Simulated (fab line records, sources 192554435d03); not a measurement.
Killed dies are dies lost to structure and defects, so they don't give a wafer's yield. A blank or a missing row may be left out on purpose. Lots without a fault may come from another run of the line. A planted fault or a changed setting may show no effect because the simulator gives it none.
Chamber matching | flow n5_finfet | N5_MOL_CONTACT_COAG_ALD_131 on ald_sin-03: 4 sister chambers
The step deposits SiO2, target thk 5 nm, pulse time 1 s, co reactant pulse time 1 s. 8 wafers are shown with their chamber, then 11 later ones without.

WAFERS WITH THEIR CHAMBER
wafer  | chamber | heater_power_w (W) | precursor_pulse_height_rel
L083.1 | 0       | 70                 | 0.997
L083.6 | 0       | 72                 | 0.989
L085.3 | 1       | 83                 | 0.995
L085.5 | 3       | 91                 | 0.996
L089.1 | 3       | 85                 | 1.011
L089.3 | 2       | 67                 | 1.016
L089.4 | 1       | 82                 | 1.002
L091.2 | 2       | 67                 | 0.977

WAFERS WITHOUT THEIR CHAMBER
wafer  | heater_power_w (W) | precursor_pulse_height_rel
L091.4 | 70                 | 1.016
L091.6 | 89                 | 1.041
L094.3 | 69                 | 0.997
L094.4 | 68                 | 0.997
L094.6 | 68                 | 0.987
L095.4 | 67                 | 0.979
L095.5 | 80                 | 0.983
L095.6 | 69                 | 1.017
L097.1 | 70                 | 1.014
L097.4 | 70                 | 1.030
L097.5 | 88                 | 0.986

WHICH CHAMBER EACH WENT THROUGH
wafer  | from the rows above     | in truth
L091.4 | can't be placed: 0 or 2 | 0
L091.6 | can't be placed: 3 or 1 | 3
L094.3 | can't be placed: 2 or 0 | 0
L094.4 | can't be placed: 2 or 0 | 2
L094.6 | can't be placed: 2 or 0 | 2
L095.4 | can't be placed: 2 or 0 | 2
L095.5 | 1                       | 1
L095.6 | can't be placed: 2 or 0 | 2
L097.1 | can't be placed: 0 or 2 | 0
L097.4 | can't be placed: 0 or 2 | 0
L097.5 | can't be placed: 3 or 1 | 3
Placed correctly: 1 of 11. Can't be placed from these rows: 10 (the true chamber is among the candidates in 10). Placed wrongly: 0.
How it was worked out, from the rows above alone: a wafer's distance from a chamber is the root of the sum, over the readings, of the square of ((its reading less the chamber's mean) divided by the reading's scatter). The wafer belongs to the nearest chamber; if the next one is less than 2 further off, it can't be placed. A chamber's mean is the mean of its shown wafers. The scatter: the root of (the sum of the squares of (reading less its chamber's mean) over the shown wafers, divided by (wafers less chambers)).
